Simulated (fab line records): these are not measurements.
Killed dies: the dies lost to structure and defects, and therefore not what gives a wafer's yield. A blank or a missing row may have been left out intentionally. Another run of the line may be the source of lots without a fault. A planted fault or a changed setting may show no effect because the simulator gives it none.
Chamber matching -- flow n5_finfet -- ald_metal-02 running N5_BEOL_M6_ALD_77: 4 sister chambers
The step deposits TaN, target thk 2 nm, pulse time 2 s, purge time 3 s. 4 wafers are shown with their chamber, then 9 later ones without.

## WAFERS, EACH WITH ITS CHAMBER
wafer,chamber,heater_power_w (W)
L081.5,0,466
L087.1,2,398
L087.2,1,426
L087.3,3,428

## WAFERS WITHOUT THEIR CHAMBER
wafer,heater_power_w (W)
L090.3,414
L090.4,409
L090.6,477
L094.1,407
L094.4,404
L094.6,403
L096.3,480
L096.4,413
L096.6,421

## THE CHAMBER EACH PASSED THROUGH
wafer,from the rows above,in truth
L090.3,can't be placed: 1 or 3 or 2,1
L090.4,can't be placed: 2 or 1 or 3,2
L090.6,0,0
L094.1,can't be placed: 2 or 1 or 3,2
L094.4,can't be placed: 2 or 1 or 3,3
L094.6,can't be placed: 2 or 1 or 3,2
L096.3,0,0
L096.4,can't be placed: 1 or 2 or 3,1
L096.6,can't be placed: 1 or 3 or 2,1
Correctly placed: 2 of 9. Unplaceable from these rows: 7, with the true chamber sitting among the candidates in 7. Placed wrongly: 0.
How it was worked out, from the rows above alone: a wafer's distance from a chamber is the root of the sum, over the readings, of the square of ((its reading less the chamber's mean) divided by the reading's scatter). If the next closest chamber is less than 2 further off than the closest, the wafer can't be placed; otherwise it belongs to the closest. For every chamber, the mean is computed from those of its wafers that are shown. The scatter: with one shown wafer a chamber, the root of the mean of the squares of how far each hidden wafer lies from its nearest shown one.
